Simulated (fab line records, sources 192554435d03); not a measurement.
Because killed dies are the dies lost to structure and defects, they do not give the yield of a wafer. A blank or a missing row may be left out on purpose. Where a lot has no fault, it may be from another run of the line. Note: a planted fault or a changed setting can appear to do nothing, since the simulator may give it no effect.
Comparing a struck lot with a sound one + flow n5_finfet + 38 out of 1938 route steps
Sound: these wafers, L781.3, L781.4, L781.6. Wafers struck: L788.1, L788.2, L788.4. The cause comes at the end.
For every step that has rows: the tool of each side, followed by ch and its chambers, followed by its first start. Under that, the readings that differ: sound wafers + struck wafers + difference of the means + sigmas: that difference in standard deviations of wafers without a fault.
alike: readings whose means differ by less than 2 such deviations, and words and numbers that are the same on both sides. not compared: withheld readings, readings that some wafer has no value for, bounds like >300 that may hide the same value, and numbers for which the record gives no deviation and whose values overlap.
A row with sigmas, a row that says differs or no value, or rows on one side alone: a step with any of these is where the two part. Numbers that have no deviation but don't overlap get no sigmas and don't part them. A reading missing from all wafers of one side parts the sides only when that side holds two or more wafers.

first, 9 steps without rows for these wafers: N5_BEOL_M3_COAT_68 (time 60 s, resist thk 12 nm); N5_BEOL_M3_COAT_76 (time 60 s, resist thk 5 nm); N5_BEOL_M3_COAT_22 (resist thk 30 nm); N5_BEOL_M3_EBR_24; N5_BEOL_M3_SOFTBAKE_23 (time 60 s); N5_BEOL_M3_EXPOSE_25 (exposes mask V2, defocus 5 nm); N5_BEOL_M3_PEB_26 (peb time 60 s); N5_BEOL_M3_DEVELOP_27 (develop time 30 s); N5_BEOL_M3_DESCUM_33 (chemistry O2, time 7 s).
N5_BEOL_M3_ETCH_77: etches underlayer in N2/H2, target depth 6.5 nm, time 5.2 s.
  sound on rie_diel-05 ch 1,2,3, day 8 02:04; struck on rie_diel-04 ch 0,1,3, day 10 06:14
  alike: bias_w, drypump_motor_current_A, etch_rf_on_time_s, oes_product_au, rf_vpp_V, showerhead_plenum_p_Torr, throttle_valve_pct
  not compared: rf_hours_counter_h
then, 27 steps without rows for these wafers: N5_BEOL_M3_ETCH_69 (etches SiARC in CF4, target depth 15.6 nm, time 26 s); N5_BEOL_M3_ALD_98 (deposits SiO2, target thk 2.5 nm, pulse time 1 s, co reactant pulse time 1 s); N5_BEOL_M3_ETCHBACK_99 (etches SiO2 in CHF3, target depth 5 nm, time 10.4 s); N5_BEOL_M3_ETCH_70 (etches SOC in N2/H2, target depth 80 nm, overetch 16 nm, time 120 s); N5_BEOL_M3_STRIP_71 (strips in N2/H2); N5_BEOL_M3_STRIP_78 (strips in N2/H2); N5_BEOL_M3_VIA_ETCH_34 (etches the open film in C4F6/O2, target depth 69.4 nm, time 65.9 s); N5_BEOL_M3_STRIP_83 (strips in C4F6/O2); N5_BEOL_M3_STRIP_36 (strips in N2/H2); N5_BEOL_M3_TRENCH_ETCH_37 (etches SiOC in C4F6/O2, target depth 55.555 nm, time 29.2 s); N5_BEOL_M3_ETCH_41 (etches SiCN in CH3F/O2, target depth 29.9 nm, time 52.5 s); N5_BEOL_M3_STRIP_97 (strips in N2/H2, time 10 s); N5_BEOL_M3_HM_STRIP_39 (strips TiN in peroxide tin strip, target depth 25 nm, time 158 s); N5_BEOL_M3_SRD_40 (time 30 s); N5_BEOL_M3_PRECLEAN_42 (cleans in residue remover, time 60 s); N5_BEOL_M3_SRD_43 (time 30 s); N5_BEOL_M3_DEGAS_44 (time 60 s); N5_BEOL_M3_PRE_CLEAN_45 (time 30 s); N5_BEOL_M3_ALD_84 (deposits TaN, pulse time 2 s, purge time 3 s, co reactant purge time 2 s); N5_BEOL_M3_SURFACE_TREAT_85; N5_BEOL_M3_CVD_47 (deposits Co from CCTBA/H2, target thk 3 nm, time 223.8 s); N5_BEOL_M3_SPUTTER_48 (material Cu, target thk 4.5 nm, time 8.29 s); N5_BEOL_M3_ANNEAL_49 (time 240 s); N5_BEOL_M3_SPUTTER_79 (material Cu, target thk 4.5 nm, time 8.29 s); N5_BEOL_M3_ANNEAL_80 (time 240 s); N5_BEOL_M3_SPUTTER_81 (material Cu, target thk 4.5 nm, time 8.29 s); N5_BEOL_M3_ANNEAL_82 (time 240 s).
-- the record jumps here: 6 days lie between the struck wafers' starts before and after (it left off in module BEOL_M3 and takes up again in module PASSIVATION, whose first step shown is number 1936 of the route) --
N5_PASSIVATION_PROBE_49:
  only the struck wafers here have rows in the record (prober-01, day 16 00:28); the sound ones have none

== WHERE THEY PART ==
N5_PASSIVATION_PROBE_49 only, going by this record.

WHY: what the simulator had put in
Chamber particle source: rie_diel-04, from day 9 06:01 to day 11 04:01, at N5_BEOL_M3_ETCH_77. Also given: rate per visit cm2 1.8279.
